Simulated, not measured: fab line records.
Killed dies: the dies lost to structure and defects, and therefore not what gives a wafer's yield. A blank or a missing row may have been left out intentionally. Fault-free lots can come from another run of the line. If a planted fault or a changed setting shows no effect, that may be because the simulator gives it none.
fab line records	flow n5_finfet
record lots=6	wafers=18	last_day=16
route steps=1938 shown MOL_CONTACT_COAG@596 BEOL_M4@1111 PASSIVATION@1936
lots that met no fault: from a run of the same line without faults
start_h: hours from the record's first day to the start of the lot's first wafer shown	wait_h: hours since the lot's step before	" identical to the entry in the row above	L1.1+2: several wafers, shown together as one row	- no value, or no start was given	* or withheld: withheld	< > ~ a bound
route shown NAME@n: names a module that has steps shown in the file, with the first one's number in the route	usual: average and standard deviation across the fault-free wafers	same: alike in all rows	chamber/n: place in a boat	sites: readings site by site	_std_site: the values' standard deviation	_edge_site: inner sites' mean taken away from outer sites' mean	radius_mm: how far each site lies from the wafer's centre	mask NAME#n: copy n	behind: the tool/chamber that last shaped the wafer	hold: what put the lot on hold/how long, in hours/how the hold closed	device: the transistor (n, p or np) that didn't switch	end of line: tests run on the same wafers once the route is complete	a step with no rows: only its recipe	killed: at the first sort, the dies lost to defects and structure; wafer yield is something else	map: a wafer's dies, marking killed ones x, the rest . and places with no die _
set.NAME: the setting as run; set.NAME@STEP: as run at that earlier step	model.NAME: the simulator's own value behind a step, which no gauge read
certain route steps with their lots: each step a table, each wafer a row
services: a tool's chamber out of use, with start hour (start_h, from the record's first day; less than 0 if before it), hours out, and reason
## steps
# step N5_MOL_CONTACT_COAG_COAT_34
# recipe resist=CAR-EUV	spin_rpm=1500	resist_thk_nm=40
# step N5_MOL_CONTACT_COAG_EBR_36
# recipe solvent=PGMEA	ebr_width_mm=1.5
# step N5_MOL_CONTACT_COAG_SOFTBAKE_35
# recipe temp_c=110	time_s=60	resist=CAR-EUV
# step N5_MOL_CONTACT_COAG_EXPOSE_37
# recipe mask_id=VD	na=0.33	source_shape=annular	sigma_inner=0.3	sigma_outer=0.7	polarization=unpolarized	defocus_nm=0	dose_mj=62
# step N5_MOL_CONTACT_COAG_PEB_38
# recipe peb_temp_c=100	peb_time_s=60	resist=CAR-EUV
# step N5_MOL_CONTACT_COAG_DEVELOP_39
# recipe develop_time_s=30	developer=TMAH	resist=CAR-EUV	rinse_liquid=surfactant_rinse	dry=air_spin	dev_temp_c=23
# step N5_MOL_CONTACT_COAG_CD_MEAS_40
# recipe target_cd_nm=25.1	landing_energy_ev=500	detector=se_inlens	polarity=opening
# usual cd_nm=25.15/0.25
lot.wafer	tool	chamber	start_h	wait_h	cd_nm
L373.1	cd_sem-01	0	102.82	-	24.86
L373.2	"	0	"	"	25.21
L373.5	"	0	"	"	25.54
L376.2	cd_sem-01	0	126.63	-	25.22
L376.3	"	0	"	"	25.04
L376.4	"	0	"	"	25.49
L377.1	cd_sem-01	0	126.93	-	25.16
L377.2	"	0	"	"	25.63
L377.4	"	0	"	"	25.19
L380.1	cd_sem-03	0	146.85	-	25.14
L380.4	"	0	"	"	25.16
L380.5	"	0	"	"	25.02
L387.2	cd_sem-01	0	202.94	-	24.94
L387.3	"	0	"	"	24.91
L387.5	"	0	"	"	25.09
L392.2	cd_sem-01	0	220.06	-	24.94
L392.3	"	0	"	"	24.78
L392.6	"	0	"	"	25.17
# step N5_MOL_CONTACT_COAG_OVL_MEAS_41
# recipe points_per_wafer=522
# usual VD_OVL=0.1/0.76
lot.wafer	tool	chamber	start_h	wait_h	VD_OVL[nm]
L373.1	overlay-02	0	102.85	0.0	0.2
L373.2	"	0	"	"	0.7
L373.5	"	0	"	"	-0.8
L376.2	overlay-01	0	126.67	0.0	0.1
L376.3	"	0	"	"	-1.1
L376.4	"	0	"	"	-1.0
L377.1	overlay-01	0	126.96	0.0	0.1
L377.2	"	0	"	"	0.4
L377.4	"	0	"	"	0.0
L380.1	overlay-02	0	146.88	0.0	1.1
L380.4	"	0	"	"	1.2
L380.5	"	0	"	"	1.4
L387.2	overlay-02	0	202.97	0.0	1.1
L387.3	"	0	"	"	-0.6
L387.5	"	0	"	"	0.9
L392.2	overlay-02	0	220.10	0.0	0.2
L392.3	"	0	"	"	0.1
L392.6	"	0	"	"	0.9
# step N5_MOL_CONTACT_COAG_INSPECT_42
# recipe mode=adi	inspect_instrument=brightfield
# usual raw_defect_count=203/51
lot.wafer	tool	chamber	start_h	wait_h	raw_defect_count
L373.1	defect_inspect-02	-	102.91	0.1	160
L373.2	"	-	"	"	167
L373.5	"	-	"	"	202
L376.2	defect_inspect-02	-	126.72	0.0	152
L376.3	"	-	"	"	168
L376.4	"	-	"	"	175
L377.1	defect_inspect-01	-	127.02	0.1	184
L377.2	"	-	"	"	140
L377.4	"	-	"	"	219
L380.1	defect_inspect-01	-	146.94	0.1	154
L380.4	"	-	"	"	185
L380.5	"	-	"	"	150
L387.2	defect_inspect-02	-	203.03	0.0	142
L387.3	"	-	"	"	153
L387.5	"	-	"	"	151
L392.2	defect_inspect-01	-	220.15	0.0	175
L392.3	"	-	"	"	179
L392.6	"	-	"	"	171
# step N5_MOL_CONTACT_COAG_DESCUM_45
# recipe chemistry=O2	time_s=7	source_power_w=50	bias_power_w=20	pressure_mtorr=20	rf_frequency_hz=2.712e+07	temp_c=40	resist=CAR-EUV	o2_flow_sccm=225
# usual drypump_motor_current_A=5.5/0.47	oes_product_au=0.80/0.078	rf_vpp_V=243.2/1.3	showerhead_plenum_p_Torr=2.10/0.075	throttle_valve_pct=20.24/0.29
lot.wafer	tool	chamber	start_h	wait_h	drypump_motor_current_A	oes_product_au	rf_hours_counter_h	rf_vpp_V	showerhead_plenum_p_Torr	throttle_valve_pct
L373.1	rie_diel-05	1	102.95	0.0	4.8	0.70	241	243.1	2.06	20.11
L373.2	"	2	"	"	5.6	0.82	78	243.5	2.12	20.29
L373.5	"	1	"	"	4.9	0.70	-	241.9	2.06	20.13
L376.2	rie_diel-02	1	126.79	0.1	6.0	0.72	197	242.9	2.16	20.51
L376.3	"	0	"	"	5.7	0.86	50	241.0	2.05	20.06
L376.4	"	3	"	"	5.8	0.83	92	244.7	2.10	20.11
L377.1	rie_diel-05	0	127.07	0.0	5.2	0.83	82	242.1	2.03	20.09
L377.2	"	1	"	"	4.8	0.68	249	241.9	2.06	20.14
L377.4	"	2	"	"	5.7	0.82	87	243.2	2.11	20.30
L380.1	rie_diel-06	2	146.97	0.0	6.5	0.70	227	242.4	2.00	21.10
L380.4	"	1	"	"	5.1	0.67	242	243.3	2.06	20.37
L380.5	"	0	"	"	5.0	0.90	-	244.4	2.23	20.06
L387.2	rie_diel-02	1	204.61	1.6	6.0	0.70	223	245.2	2.15	20.55
L387.3	"	2	"	"	5.4	0.86	48	246.0	2.24	20.09
L387.5	"	1	"	"	6.0	0.70	-	243.4	2.15	20.53
L392.2	rie_diel-05	3	220.19	0.0	5.4	0.98	1	244.3	2.07	20.11
L392.3	"	0	"	"	5.3	0.78	123	241.9	2.02	20.15
L392.6	"	0	"	"	5.2	0.78	-	242.5	2.02	20.18
# step N5_MOL_CONTACT_COAG_ETCH_65
# recipe chemistry=N2/H2	target=underlayer	target_depth_a=130	mask_material=CAR-EUV	time_s=10.4	ion_energy_ev=200	pressure_mtorr=30	source_w=840	bias_w=150	n2_flow_sccm=200	h2_flow_sccm=200	ends=cleared
# usual drypump_motor_current_A=5.5/0.47	etch_rf_on_time_s=10.50/0.26	h2_flow_sccm=200.0/0.61	oes_product_au=0.68/0.068	rf_vpp_V=524.1/2.6	showerhead_plenum_p_Torr=2.55/0.085	throttle_valve_pct=17.63/0.29
lot.wafer	tool	chamber	start_h	wait_h	drypump_motor_current_A	etch_rf_on_time_s	h2_flow_sccm	oes_product_au	rf_hours_counter_h	rf_vpp_V	showerhead_plenum_p_Torr	throttle_valve_pct
L373.1	rie_diel-05	1	102.98	0.0	4.9	10.35	199.7	0.59	241	522.9	2.50	17.55
L373.2	"	2	"	"	5.6	10.69	199.6	0.70	78	524.7	2.57	17.66
L373.5	"	1	"	"	4.9	10.39	199.7	0.59	-	522.7	2.50	17.54
L376.2	rie_diel-02	1	126.82	0.0	6.0	10.51	199.4	0.62	197	525.5	2.63	17.97
L376.3	"	0	"	"	5.7	10.05	201.3	0.74	50	522.2	2.47	17.34
L376.4	"	3	"	"	5.8	10.34	200.5	0.70	92	525.1	2.57	17.67
L377.1	rie_diel-05	0	127.10	0.0	5.3	10.76	200.5	0.69	82	522.6	2.47	17.62
L377.2	"	1	"	"	4.9	10.34	200.0	0.59	249	522.7	2.50	17.55
L377.4	"	2	"	"	5.6	10.42	199.7	0.70	87	524.9	2.57	17.67
L380.1	rie_diel-06	2	147.01	0.0	6.5	10.34	199.6	0.60	227	520.7	2.40	18.32
L380.4	"	1	"	"	5.1	10.28	200.2	0.58	242	520.9	2.50	17.79
L380.5	"	0	"	"	5.0	10.14	199.7	0.78	-	527.9	2.70	17.45
L387.2	rie_diel-02	1	204.65	0.0	6.0	10.36	200.4	0.62	223	527.5	2.62	18.04
L387.3	"	2	"	"	5.3	10.57	199.7	0.74	48	528.6	2.69	17.29
L387.5	"	1	"	"	6.0	10.47	200.0	0.60	-	526.1	2.62	18.02
L392.2	rie_diel-05	3	220.22	0.0	5.4	10.69	200.5	0.83	1	522.0	2.51	17.49
L392.3	"	0	"	"	5.3	10.94	200.3	0.66	123	522.6	2.45	17.69
L392.6	"	0	"	"	5.3	10.92	200.1	0.66	-	520.4	2.45	17.70
# step N5_MOL_CONTACT_COAG_ETCH_66
# recipe chemistry=CF4	target=SiARC	target_depth_a=130	mask_material=CAR-EUV	time_s=21.7	ion_energy_ev=80	pressure_mtorr=40	source_w=545	bias_w=36	Ar_flow_sccm=100	cf4_flow_sccm=100	ends=cleared
# usual drypump_motor_current_A=5.5/0.46	etch_rf_on_time_s=21.9/0.58	mfc_ar_sccm=100.0/0.33	oes_product_au=0.68/0.068	rf_vpp_V=184.0/1.2	showerhead_plenum_p_Torr=2.15/0.066	throttle_valve_pct=15.41/0.29
lot.wafer	tool	chamber	start_h	wait_h	drypump_motor_current_A	etch_rf_on_time_s	mfc_ar_sccm	oes_product_au	rf_hours_counter_h	rf_vpp_V	showerhead_plenum_p_Torr	throttle_valve_pct
L373.1	rie_diel-05	1	103.00	0.0	4.8	21.4	99.8	0.59	241	182.7	2.12	15.48
L373.2	"	2	"	"	5.6	22.8	99.8	0.70	78	184.2	2.17	15.43
L373.5	"	1	"	"	4.8	21.6	99.7	0.59	-	183.8	2.12	15.49
L376.2	rie_diel-02	1	126.84	0.0	6.0	21.9	100.3	0.62	197	186.8	2.20	15.67
L376.3	"	0	"	"	5.7	20.7	100.2	0.74	50	184.4	2.10	15.23
L376.4	"	3	"	"	5.8	21.4	99.7	0.70	92	183.8	2.16	15.33
L377.1	rie_diel-05	0	127.12	0.0	5.3	23.0	100.2	0.68	82	182.6	2.08	15.22
L377.2	"	1	"	"	4.9	21.6	100.1	0.58	249	182.8	2.11	15.50
L377.4	"	2	"	"	5.6	22.3	100.2	0.69	87	183.4	2.16	15.47
L380.1	rie_diel-06	2	147.03	0.0	6.4	21.3	100.2	0.60	227	183.7	2.04	16.25
L380.4	"	1	"	"	5.1	21.5	100.6	0.58	242	184.1	2.11	15.70
L380.5	"	0	"	"	5.0	21.4	99.6	0.77	-	186.1	2.27	15.25
L387.2	rie_diel-02	1	204.67	0.0	6.0	22.2	100.0	0.60	223	185.8	2.19	15.73
L387.3	"	2	"	"	5.3	22.2	99.4	0.74	48	185.5	2.26	15.14
L387.5	"	1	"	"	6.0	22.1	100.0	0.60	-	186.2	2.19	15.70
L392.2	rie_diel-05	3	220.24	0.0	5.3	22.5	99.5	0.82	1	184.2	2.11	15.16
L392.3	"	0	"	"	5.3	22.8	100.2	0.65	123	183.1	2.07	15.30
L392.6	"	0	"	"	5.3	22.9	100.5	0.66	-	183.7	2.07	15.30
# step N5_MOL_CONTACT_COAG_ALD_133
# recipe material=SiO2	target_thk_a=50	temp_c=100	ald_precursor_family=BDEAS	ald_co_reactant=O2-plasma	pulse_time_s=1	co_reactant_pulse_time_s=1	purge_time_s=2	co_reactant_purge_time_s=2	ald_cycles=35	pressure_torr=2
# usual ald_cycles=35/0	heater_power_w=75/11	precursor_pulse_height_rel=1.002/0.019
lot.wafer	tool	chamber	start_h	wait_h	ald_cycles	heater_power_w	precursor_pulse_height_rel
L373.1	ald_sin-03	2	103.08	0.1	35	50	0.999
L373.2	"	1	"	"	35	71	1.006
L373.5	"	0	"	"	35	77	0.994
L376.2	ald_sin-01	1	126.92	0.1	35	72	0.969
L376.3	"	3	"	"	35	91	0.990
L376.4	"	0	"	"	35	77	1.003
L377.1	ald_sin-04	2	127.20	0.1	35	85	0.993
L377.2	"	0	"	"	35	87	0.964
L377.4	"	0	"	"	35	87	1.022
L380.1	ald_sin-04	2	147.11	0.1	35	81	0.985
L380.4	"	3	"	"	35	62	1.008
L380.5	"	1	"	"	35	71	0.984
L387.2	ald_sin-04	1	204.89	0.2	36	70	1.010
L387.3	"	3	"	"	36	61	1.014
L387.5	"	0	"	"	35	87	0.987
L392.2	ald_sin-04	2	220.32	0.1	36	82	0.981
L392.3	"	1	"	"	36	72	1.003
L392.6	"	1	"	"	35	72	0.999
# step N5_MOL_CONTACT_COAG_ETCHBACK_134
# recipe chemistry=CHF3	target=SiO2	target_depth_a=100	time_s=6.7	ion_energy_ev=200	pressure_mtorr=30	source_w=610	bias_w=170	Ar_flow_sccm=200	CHF3_flow_sccm=50
# usual drypump_motor_current_A=5.6/0.46	mfc_ar_sccm=200.0/0.55	oes_product_au=0.80/0.078	rf_vpp_V=528/14	showerhead_plenum_p_Torr=2.39/0.069	throttle_valve_pct=18.5/0.31
lot.wafer	tool	chamber	start_h	wait_h	drypump_motor_current_A	mfc_ar_sccm	oes_product_au	rf_hours_counter_h	rf_vpp_V	showerhead_plenum_p_Torr	throttle_valve_pct
L373.1	rie_diel-05	0	103.26	0.1	5.2	198.9	0.82	74	514	2.33	18.5
L373.2	"	2	"	"	5.6	200.5	0.82	78	530	2.42	18.6
L373.5	"	1	"	"	4.9	200.3	0.69	-	511	2.34	18.4
L376.2	rie_diel-06	1	127.20	0.2	5.1	199.6	0.67	235	509	2.34	18.7
L376.3	"	2	"	"	6.4	200.0	0.70	220	500	2.27	19.3
L376.4	"	3	"	"	6.6	199.3	0.71	199	532	2.44	18.9
L377.1	rie_diel-06	3	127.54	0.3	6.6	200.9	0.71	199	532	2.44	18.9
L377.2	"	1	"	"	5.1	198.5	0.68	236	510	2.34	18.7
L377.4	"	0	"	"	4.9	200.3	0.92	35	536	2.52	18.3
L380.1	rie_diel-05	3	147.31	0.1	5.4	199.6	0.69	231	526	2.36	18.7
L380.4	"	2	"	"	5.6	200.2	0.80	95	528	2.41	18.6
L380.5	"	1	"	"	4.9	199.9	0.98	-	509	2.34	18.0
L387.2	rie_diel-02	0	205.09	0.1	5.7	200.9	0.82	77	525	2.32	18.4
L387.3	"	3	"	"	5.8	199.9	0.80	118	518	2.39	18.5
L387.5	"	1	"	"	6.0	201.1	0.70	-	543	2.44	18.8
L392.2	rie_diel-02	0	220.51	0.1	5.7	200.2	0.83	85	526	2.32	18.4
L392.3	"	1	"	"	6.0	199.7	0.70	232	544	2.43	18.8
L392.6	"	0	"	"	5.7	200.8	0.82	-	527	2.32	18.4
# step N5_BEOL_M4_RC_MEAS_101
# usual DIBL_N=36.5/1.4	DIBL_P=36.6/1.9	IOFF_N=0.167/0.029	IOFF_P=0.21/0.033	ION_N=674/12	ION_P=460/8.9	SS_N=71.6/0.57	SS_P=73.4/0.61	VT_N=249/3.3	VT_P=-250/3.3
lot.wafer	tool	chamber	start_h	wait_h	DIBL_N[mV/V]	DIBL_P[mV/V]	IOFF_N[nA/um]	IOFF_P[nA/um]	ION_N[uA/um]	ION_P[uA/um]	SS_N[mV/dec]	SS_P[mV/dec]	VT_N[mV]	VT_P[mV]
L373.1	prober-01	0	163.74	0.6	36.7	38.0	0.190	0.20	672	454	71.9	73.4	245	-253
L373.2	"	0	"	"	35.6	36.2	0.158	0.18	672	451	72.0	73.6	248	-255
L373.5	"	0	"	"	37.2	38.2	0.186	0.21	673	456	72.3	73.6	247	-250
L376.2	prober-02	0	195.42	0.2	35.0	33.0	0.131	0.19	672	462	71.1	72.6	252	-250
L376.3	"	0	"	"	36.2	33.4	0.149	0.20	666	459	71.5	72.4	252	-249
L376.4	"	0	"	"	37.0	34.7	0.172	0.22	667	463	71.5	72.8	244	-248
L377.1	prober-01	0	195.80	0.0	33.3	32.2	0.110	0.16	649	460	69.8	72.3	254	-251
L377.2	"	0	"	"	35.8	34.8	0.144	0.21	661	459	71.8	73.1	253	-249
L377.4	"	0	"	"	37.9	37.2	0.194	0.23	666	456	71.6	73.8	245	-248
L380.1	prober-02	0	210.20	0.0	37.9	38.3	0.204	0.24	688	470	72.7	73.8	243	-248
L380.4	"	0	"	"	34.2	34.0	0.130	0.18	657	453	71.4	72.8	251	-252
L380.5	"	0	"	"	35.3	35.6	0.145	0.19	667	459	71.3	73.5	251	-251
L387.2	prober-01	0	265.89	0.2	37.2	38.0	0.184	0.21	679	464	70.9	73.5	246	-249
L387.3	"	0	"	"	39.7	39.8	0.224	0.25	676	455	72.4	74.5	248	-249
L387.5	"	0	"	"	37.9	39.0	0.195	0.22	678	460	72.5	74.1	249	-250
L392.2	prober-02	0	289.73	0.2	34.5	34.1	0.130	0.17	665	452	71.2	73.4	254	-255
L392.3	"	0	"	"	34.9	34.9	0.131	0.19	664	461	70.8	73.2	257	-253
L392.6	"	0	"	"	34.6	33.9	0.125	0.17	663	449	71.4	73.2	257	-255
# step N5_PASSIVATION_PROBE_49
# usual defect_limited_yield=91.2/1.6	killed_at_M0_to_M3=34/11	killed_at_M4_up=14/5.7	killed_at_contacts=14/6.6	killed_at_front_end=37/10	killed_at_other=4/3.2	killed_dies=104/19	killed_open=69/13	killed_short=33/8.7	sort_bin_5_function=5.1/1	sort_bin_6_memory=3.3/0.76	sort_n_pass=1076/19	sort_yield_pct=91.2/1.6
# same gross_dies=1180	killed_at_back_side=0	sort_bin_4_leakage[%]=0	sort_bin_8_speed[%]=0
lot.wafer	tool	chamber	start_h	wait_h	defect_limited_yield[%]	killed_at_M0_to_M3	killed_at_M4_up	killed_at_contacts	killed_at_front_end	killed_at_other	killed_dies	killed_open	killed_short	sort_bin_5_function[%]	sort_bin_6_memory[%]	sort_n_pass	sort_yield_pct[%]
L373.1	prober-02	-	256.37	0.0	91.2	33	20	21	30	0	104	72	29	5.3	2.9	1076	91.2
L373.2	prober-02	-	256.42	0.1	89.7	36	18	16	45	7	122	78	33	6.4	3.4	1058	89.7
L373.5	prober-02	-	256.57	0.2	93.6	32	6	17	17	3	75	56	18	3.7	2.5	1105	93.6
L377.1	prober-01	-	284.58	0.0	88.2	52	32	13	36	6	139	95	43	6.4	5.3	1041	88.2
L377.2	prober-01	-	284.63	0.1	88.7	67	13	14	33	6	133	86	47	6.6	4.2	1047	88.7
L377.4	prober-01	-	284.73	0.2	89.7	57	12	6	42	4	121	71	50	6.1	3.9	1059	89.7
L380.1	prober-02	-	308.69	0.0	92.8	31	16	11	23	4	85	55	29	3.9	3.1	1095	92.8
L380.4	prober-02	-	308.84	0.2	92.7	33	10	15	26	2	86	63	22	4.7	2.6	1094	92.7
L380.5	prober-02	-	308.89	0.2	93.6	27	7	17	20	4	75	52	20	3.9	2.3	1105	93.6
# killed by level:class
L373.1 MOL_CONTACT_COAG:geometric_particle:open=17 FIN_SAQP:geometric_particle:open=8 BEOL_M0_SAQP:geometric_particle:open=8 STI_FIN_REVEAL:geometric_particle:open=6 BEOL_M0_SAQP:geometric_particle:short=6 BEOL_M4:geometric_particle:short=5 BEOL_M4:geometric_particle:open=5 MOL_CONTACT_COAG:geometric_particle:short=4
L373.2 MOL_CONTACT_COAG:geometric_particle:open=13 BEOL_M0_SAQP:geometric_particle:open=10 SPACER0:geometric_particle:open=9 SPACER0:geometric_particle:short=9 BEOL_M0:geometric_particle:open=8 BEOL_M0_SAQP:geometric_particle:short=6 BEOL_M4:geometric_particle:open=6 HKMG_FIN:area_etch=6
L373.5 MOL_CONTACT_COAG:geometric_particle:open=13 BEOL_M2:geometric_particle:open=7 BEOL_M0_SAQP:geometric_particle:open=6 BEOL_M1:geometric_particle:open=6 BEOL_M0_SAQP:geometric_particle:short=5 MOL_CONTACT_COAG:geometric_particle:short=4 BEOL_M3:geometric_particle:open=4 BEOL_M4:geometric_particle:open=4
L377.1 BEOL_M4:geometric_particle:open=19 BEOL_M3:geometric_particle:open=13 BEOL_M0_SAQP:geometric_particle:short=10 BEOL_M0_SAQP:geometric_particle:open=9 MOL_CONTACT_COAG:geometric_particle:open=8 GATE_CUT:geometric_particle:short=7 FIN_SAQP:geometric_particle:open=5 FIN_SAQP:geometric_particle:short=5
L377.2 BEOL_M0_SAQP:geometric_particle:open=14 BEOL_M2:geometric_particle:open=14 MOL_CONTACT_COAG:geometric_particle:open=11 BEOL_M1:geometric_particle:open=11 BEOL_M0_SAQP:geometric_particle:short=10 GATE_CUT:geometric_particle:short=7 BEOL_M2:geometric_particle:short=7 FIN_SAQP:geometric_particle:short=6
L377.4 BEOL_M0_SAQP:geometric_particle:short=18 BEOL_M0_SAQP:geometric_particle:open=17 FIN_SAQP:geometric_particle:open=11 FIN_SAQP:geometric_particle:short=7 BEOL_M1:geometric_particle:open=7 MOL_CONTACT_COAG:geometric_particle:open=6 ILD0:geometric_particle:short=5 BEOL_M0:geometric_particle:open=5
L380.1 MOL_CONTACT_COAG:geometric_particle:open=8 BEOL_M4:geometric_particle:open=8 BEOL_M0_SAQP:geometric_particle:short=7 BEOL_M0_SAQP:geometric_particle:open=6 BEOL_M1:geometric_particle:open=5 BEOL_M2:geometric_particle:open=5 STARTING-WAFER:geometric_particle:short=5 FIN_SAQP:geometric_particle:short=3
L380.4 MOL_CONTACT_COAG:geometric_particle:open=15 BEOL_M1:geometric_particle:open=9 BEOL_M0_SAQP:geometric_particle:open=6 BEOL_M2:geometric_particle:open=5 BEOL_M3:geometric_particle:open=5 STI_FIN_REVEAL:geometric_particle:short=4 GATE_CUT:geometric_particle:short=4 GATE_CUT:geometric_particle:open=4
L380.5 MOL_CONTACT_COAG:geometric_particle:open=15 DUMMY_GATE:geometric_particle:open=6 BEOL_M1:geometric_particle:open=6 BEOL_M0_SAQP:geometric_particle:short=4 BEOL_M2:geometric_particle:open=4 BEOL_M3:geometric_particle:open=4 GATE_CUT:geometric_particle:open=3 BEOL_M0_SAQP:geometric_particle:open=3
## services
tool	chamber	start_h	hours	kind
rie_diel-06	0	79.05	8.7	repair
rie_diel-02	1	87.10	2.7	repair
rie_diel-02	0	122.41	2.5	repair
ald_sin-04	1	126.36	4.3	repair
rie_diel-05	1	129.72	-	clean
rie_diel-05	1	129.72	-	consumable_replace:focus_ring
rie_diel-05	1	129.72	12.8	scheduled_down
rie_diel-05	1	129.72	12.8	vent_cycle
rie_diel-02	0	151.41	1.6	repair
ald_sin-01	0	155.73	9.2	repair
ald_sin-01	1	159.89	16.0	repair
rie_diel-06	2	168.37	33.9	repair
ald_sin-01	-	176.75	14.0	pm
ald_sin-01	0	176.75	14.0	vent_cycle
ald_sin-01	1	176.75	14.0	vent_cycle
ald_sin-01	2	176.75	14.0	vent_cycle
ald_sin-01	3	176.75	14.0	vent_cycle
ald_sin-03	3	187.19	13.1	repair
rie_diel-06	-	195.13	28.1	pm
rie_diel-05	3	198.03	-	clean
rie_diel-05	3	198.03	-	consumable_replace:focus_ring
rie_diel-05	3	198.03	19.4	scheduled_down
rie_diel-05	3	198.03	19.4	vent_cycle
ald_sin-04	-	206.12	6.1	pm
## key
first_sign step=N5_MOL_CONTACT_COAG_ALD_133	reading=ald_cycles	direction=up	sigmas=99+	usual=*	struck=*
effect none on later readings
met_at N5_MOL_CONTACT_COAG_ALD_133
struck_wafers L387.2,L387.3,L392.2,L392.3
onset_between 147.11 204.89
fault kind=process_parameter_drift	tool=ald_sin-04	chamber=-	onset_h=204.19	steps=N5_MOL_CONTACT_COAG_ALD_133	channel=ald_cycles	offset=*	shape=step	end_h=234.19	scope=struck_wafers_only	acts_in=*	stated=*
